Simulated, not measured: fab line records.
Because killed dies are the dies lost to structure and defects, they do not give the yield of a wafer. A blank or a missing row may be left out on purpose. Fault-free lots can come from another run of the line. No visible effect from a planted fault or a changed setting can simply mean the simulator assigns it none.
A struck lot beside a sound one ; flow nandHarc ; 42 steps out of a route of 1159
Sound: wafers L216.1, L216.2, L216.3. Struck: wafer L225.3 (L225.4, L225.6, from the same lot, were not struck and are left out); the cause is given at the end.
Order at every step that has rows: each side's tool, ch and its chambers, its first start. Under that, the readings that differ: sound wafers ; struck wafers ; difference of the means ; sigmas: that difference in standard deviations of wafers without a fault.
alike: readings with means less than 2 such deviations apart, plus words and numbers identical on both sides. not compared: withheld readings, readings lacking a value on some wafer, bounds such as >300 that could conceal the same value, and numbers that have no deviation in the record and whose values overlap.
The two part at a step that has a row with sigmas, a row that says differs or no value, or rows on one side only. When numbers do not overlap yet have no deviation, they are printed without sigmas and do not part them. A reading missing from all wafers of one side parts the sides only when that side holds two or more wafers.

first, 7 steps without rows for these wafers: NHARC_A_M1_COAT_34 (time 65 s); NHARC_A_M1_COAT_03 (resist thk 90 nm); NHARC_A_M1_SOFTBAKE_04 (time 55 s); NHARC_A_M1_EBR_05; NHARC_A_M1_EXPOSE_06 (exposes mask A M1, target cd 120 nm); NHARC_A_M1_PEB_07 (peb time 65 s); NHARC_A_M1_DEVELOP_08 (develop time 35 s).
NHARC_A_M1_CD_MEAS_09 targets a cd of 120 nm.
  sound on cdSem-01 ch 0, day 17 11:49; struck on cdSem-02 ch 0, day 19 22:23
  alike: cdNm
NHARC_A_M1_OVL_MEAS_10: pitch 240 nm.
  sound on overlay-02, day 17 11:54; struck on overlay-01, day 19 22:29
  alike: overlayXNm, overlayYNm
NHARC_A_M1_INSPECT_11:
  sound on defectInspect-02, day 17 11:56; struck on defectInspect-02, day 19 22:32
  alike: rawDefectCount
then, 2 steps without rows for these wafers: NHARC_A_M1_DESCUM_14 (chemistry O2, time 3 s); NHARC_A_M1_ETCH_35 (etches the open film in N2/H2, target depth 40 nm, overetch 12 nm, time 43.94 s).
NHARC_A_M1_ETCH_15: etches the open film in C4F8/Ar, target depth 182.5 nm, time 91.2 s.
  sound on rieDiel-08 ch 0,1,2, day 17 12:10; struck on rieDiel-05 ch 0, day 19 22:46
reading;sound;struck;difference;sigmas
rfHoursCounterH (h);2 2 3;8;+6;
  alike: oesProductAu, rfVppV
NHARC_A_M1_CD_MEAS_16:
  sound on cdSem-01, day 17 12:18; struck on cdSem-01, day 19 22:55
  alike: cdNm
NHARC_A_M1_STRIP_18: strips in N2/H2.
  sound on rieDiel-05 ch 1,2, day 17 12:23; struck on rieDiel-08 ch 2, day 19 23:01
reading;sound;struck;difference;sigmas
drypumpMotorCurrentA (A);6.3 5.5 6.3;5.1;-0.9;-2
  alike: n2FlowSccm, oesProductAu, rfVppV, showerheadPlenumPTorr, throttleValvePct
  not compared: rfHoursCounterH
NHARC_A_M1_ETCH_28: etches the open film in CF4/N2, target depth 30 nm, time 72.99 s.
  sound on rieDiel-05 ch 1,2,3, day 17 12:46; struck on rieDiel-08 ch 2
reading;sound;struck;difference;sigmas
showerheadPlenumPTorr (Torr);2.76 2.48 2.52;2.81;+0.22;+2
  alike: drypumpMotorCurrentA, n2FlowSccm, oesProductAu, rfVppV, throttleValvePct
  not compared: rfHoursCounterH
then, 1 step without rows for these wafers: NHARC_A_M1_STRIP_19 (strips in post etch residue remover, time 600 s).
NHARC_A_M1_DEGAS_29: time 60 s.
  sound on pvdSputter-01, day 17 13:14; struck on pvdSputter-02, day 19 23:43
  alike: heaterPowerW, susceptorTempC
then, 5 steps without rows for these wafers: NHARC_A_M1_PRE_CLEAN_30 (time 30 s); NHARC_A_M1_PVD_20 (deposits TaN, target thk 5 nm, time 8.06 s); NHARC_A_M1_PVD_21 (deposits Cu, target thk 30 nm, time 20.49 s); NHARC_A_M1_ECD_22 (material Cu, target thk 400 nm); NHARC_A_M1_ANNEAL_31 (time 90 s).
NHARC_A_M1_CMP_23: polishes, t overpolish 20 s, target thk 154.34 nm.
  sound on cmp-04 ch 0,1,3, day 17 14:22; struck on cmp-02 ch 0, day 20 00:49
  alike: motorCurrentA, slurryFilterDpKPa, slurryFlowMlMin, timeToEndpointS
NHARC_A_M1_THK_MEAS_24: measures by xrf.
  sound on filmMetro-02, day 17 14:39; struck on filmMetro-01, day 20 01:07
  alike: thkNm
after that, 1 step had no rows for these wafers: NHARC_A_M1_SRD_25.
NHARC_A_M1_PRE_CLEAN_32: time 12 s.
  sound on pecvd-01 ch 0,1,2, day 17 14:55; struck on pecvd-01 ch 1, day 20 01:23
  alike: heaterPowerW, susceptorTempC
then, 3 steps without rows for these wafers: NHARC_A_M1_DEP_33 (deposits SiCN, target thk 30 nm); NHARC_A_BONDPAD_DEP_00 (deposits SiCN, target thk 250 nm); NHARC_A_BONDPAD_CMP_29 (polishes SiCN, target thk 200 nm).
NHARC_A_BONDPAD_THK_MEAS_30: measures by ellipsometry.
  sound on filmMetro-01, day 17 16:13; struck on filmMetro-02, day 20 02:56
reading;sound;struck;difference;sigmas
thkNm (nm);200.7 199.4 199.6;203.4;+3.5;+3
then, 9 steps without rows for these wafers: NHARC_A_BONDPAD_SRD_31; NHARC_A_BONDPAD_DEHYDRATE_01 (time 120 s); NHARC_A_BONDPAD_HMDS_02 (time 30 s); NHARC_A_BONDPAD_COAT_33 (time 65 s); NHARC_A_BONDPAD_COAT_03 (resist thk 600 nm); NHARC_A_BONDPAD_SOFTBAKE_04 (time 70 s); NHARC_A_BONDPAD_EBR_05; NHARC_A_BONDPAD_EXPOSE_06 (exposes mask A BPAD); NHARC_A_BONDPAD_PEB_07 (peb time 80 s).
NHARC_THIN_TSV_GRIND_00:
  sound on grinder-01 ch 0, day 18 08:29; struck on grinder-01 ch 0, day 20 18:12
reading;sound;struck;difference;sigmas
hold;- - -;awaitDispo/1.4h/release;no value on the sound wafers;
slurryFlowMlMin;150.5 150.7 150.4;149.6;-0.9;-2
  alike: motorCurrentA
NHARC_END_SORT_01:
  sound on prober-01 ch 0, day 19 13:03; struck on prober-01 ch 0, day 21 11:19
reading;sound;struck;difference;sigmas
hold;- - -;awaitDispo/3.4h/release;no value on the sound wafers;
defectLimitedYield (%);95.6 95.4 95.6;89.4;-6.1;-4
killedAtArray;23 27 30;66;+39;+4
killedDies;30 31 30;72;+42;+4
killedOpen;5 8 5;2;-4;-2
killedShort;4 3 3;0;-3;-2
sort_bin_2_pct (%);0.7 1.6 1.0;3.7;+2.6;+4
sort_bin_3_pct (%);0.44 0 0.30;2.95;+2.70;+12
sortNPass;647 646 647;605;-42;-4
sortRimYieldPct (%);92.5 94.3 94.3;84.9;-8.8;-3
sortYieldPct (%);95.6 95.4 95.6;89.4;-6.1;-4
  alike: killedAtOther, killedAtPeriphery, sort_bin_4_pct

## WHERE THEY PART
Last at NHARC_END_SORT_01 as far as this record goes, first at NHARC_A_M1_STRIP_18.

WHY: the cause the simulator had injected
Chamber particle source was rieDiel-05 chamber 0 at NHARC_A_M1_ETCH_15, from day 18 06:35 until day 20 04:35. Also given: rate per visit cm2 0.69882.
